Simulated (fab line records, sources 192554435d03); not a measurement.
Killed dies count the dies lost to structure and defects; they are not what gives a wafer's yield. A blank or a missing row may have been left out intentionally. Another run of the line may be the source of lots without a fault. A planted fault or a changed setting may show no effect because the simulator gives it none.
Split-lot experiment + flow n5_finfet + 21 wafers read from 7 lots, route of 1938 steps

SPLIT DETAILS
At N5_BEOL_M8_ETCH_66 (etches SOC in N2/H2, target depth 80 nm, overetch 16 nm, time 120 s), the setting bias_w was moved away from the recipe's 150 W on 7 of the 21 wafers read, by -16.1% to +11.4%. The other wafers ran this setting at the recipe's value.

The reading comes from the split's own step.

THE READING
rf_vpp_V, in V, at N5_BEOL_M8_ETCH_66 (etches SOC in N2/H2, target depth 80 nm, overetch 16 nm, time 120 s). Typical for fault-free wafers on this fab line: 523.6 V, with standard deviation 2.3 V.

| wafer  | tool, chamber at the split | bias_w as run, W | against the recipe | rf_vpp_V, V | against lot-mates on the recipe |
|--------|----------------------------|------------------|--------------------|-------------|---------------------------------|
| L075.1 | rie_diel-05, 2             | 125.8            | -16.1%             | 467.6       | -55.6                           |
| L075.2 | rie_diel-05, 1             | 150              | recipe             | 523.2       | -                               |
| L075.3 | rie_diel-05, 0             | 125.8            | -16.1%             | 467.2       | -56.0                           |
| L077.1 | rie_diel-03, 2             | 150              | recipe             | 525.4       | -                               |
| L077.2 | rie_diel-03, 1             | 150              | recipe             | 521.4       | -                               |
| L077.5 | rie_diel-03, 1             | 150              | recipe             | 522.2       | -                               |
| L085.1 | rie_diel-04, 0             | 150              | recipe             | 526.3       | -                               |
| L085.3 | rie_diel-04, 2             | 131.5            | -12.3%             | 479.9       | -44.7                           |
| L085.4 | rie_diel-04, 1             | 150              | recipe             | 522.9       | -                               |
| L088.2 | rie_diel-05, 3             | 150              | recipe             | 525.5       | -                               |
| L088.3 | rie_diel-05, 2             | 167.1            | +11.4%             | 558.0       | +32.5                           |
| L088.6 | rie_diel-05, 1             | 167.1            | +11.4%             | 559.5       | +34.0                           |
| L091.2 | rie_diel-03, 2             | 150              | recipe             | 525.6       | -                               |
| L091.3 | rie_diel-03, 1             | 150              | recipe             | 523.8       | -                               |
| L091.6 | rie_diel-03, 2             | 150              | recipe             | 527.2       | -                               |
| L092.1 | rie_diel-05, 1             | 150              | recipe             | 522.2       | -                               |
| L092.3 | rie_diel-05, 2             | 150              | recipe             | 521.0       | -                               |
| L092.4 | rie_diel-05, 1             | 150              | recipe             | 522.3       | -                               |
| L097.2 | rie_diel-03, 1             | 138.1            | -7.9%              | 493.4       | -29.0                           |
| L097.5 | rie_diel-03, 0             | 150              | recipe             | 522.4       | -                               |
| L097.6 | rie_diel-03, 1             | 138.1            | -7.9%              | 495.9       | -26.5                           |

FIT RESULTS
A straight line over all 21 wafers: rf_vpp_V changes by +3.39 V for each +1% of bias_w; r = +1.00; the points scatter about the line by 2.1 V.
The same after taking each lot's own level away (the mean of its wafers on the recipe; 21 wafers): +3.32 V for each +1%; r = +1.00; scatter 2 V.
According to that fit, moving bias_w by its largest amount changes the reading by 54 V.
Across the lots, their own levels run from 521.83 to 525.53 V, a range of 1.6 times the standard deviation given above.
So the lot-to-lot level changes the slope little: the two slopes agree.
Check: for one of the wafers moved furthest among these (-16.1%), held out of the fit, the line's prediction against its lot-mates is -54.2 V. Against them it came out at -55.6 V.
Tool readings at the split's step, against how far the setting was moved: rf_vpp_V r = +1.00.

FURTHER SPLITS ON THESE WAFERS
These wafers also went through other splits before the reading. Each is held against what the fit with the lots' levels taken away leaves over:
| other split on the same wafers | wafers away from the commonest value | r with rf_vpp_V (lot level and that fit taken away) |
|--------------------------------|--------------------------------------|-----------------------------------------------------|
| N5_BEOL_M7_ILD_DEP_00 time_s   | 5                                    | -0.21                                               |
| N5_BEOL_M8_ILD_DEP_00 time_s   | 9                                    | -0.12                                               |
| N5_BEOL_M8_COAT_05 spin_rpm    | 10                                   | -0.06                                               |

THE WHOLE CHAIN: every reading that the file lists as answering this split, in the file's order
| step               | what it does                                                        | reading                                                                          | change (the file's fit)                | r (the file's) |
|--------------------|---------------------------------------------------------------------|----------------------------------------------------------------------------------|----------------------------------------|----------------|
| N5_BEOL_M8_ETCH_66 | etches SOC in N2/H2, target depth 80 nm, overetch 16 nm, time 120 s | rf_vpp_V                                                                         | +3.39 V for each +1% of the setting    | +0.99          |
| N5_BEOL_M8_ETCH_66 | etches SOC in N2/H2, target depth 80 nm, overetch 16 nm, time 120 s | SiARC_of_BEOL_M8_COAT_64.thk_nm (the simulator's own value, which no gauge read) | -0.0791 nm for each +1% of the setting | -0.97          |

FILE'S OWN FIT
rf_vpp_V changes by +3.39 V for each +1% of bias_w, r = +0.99.
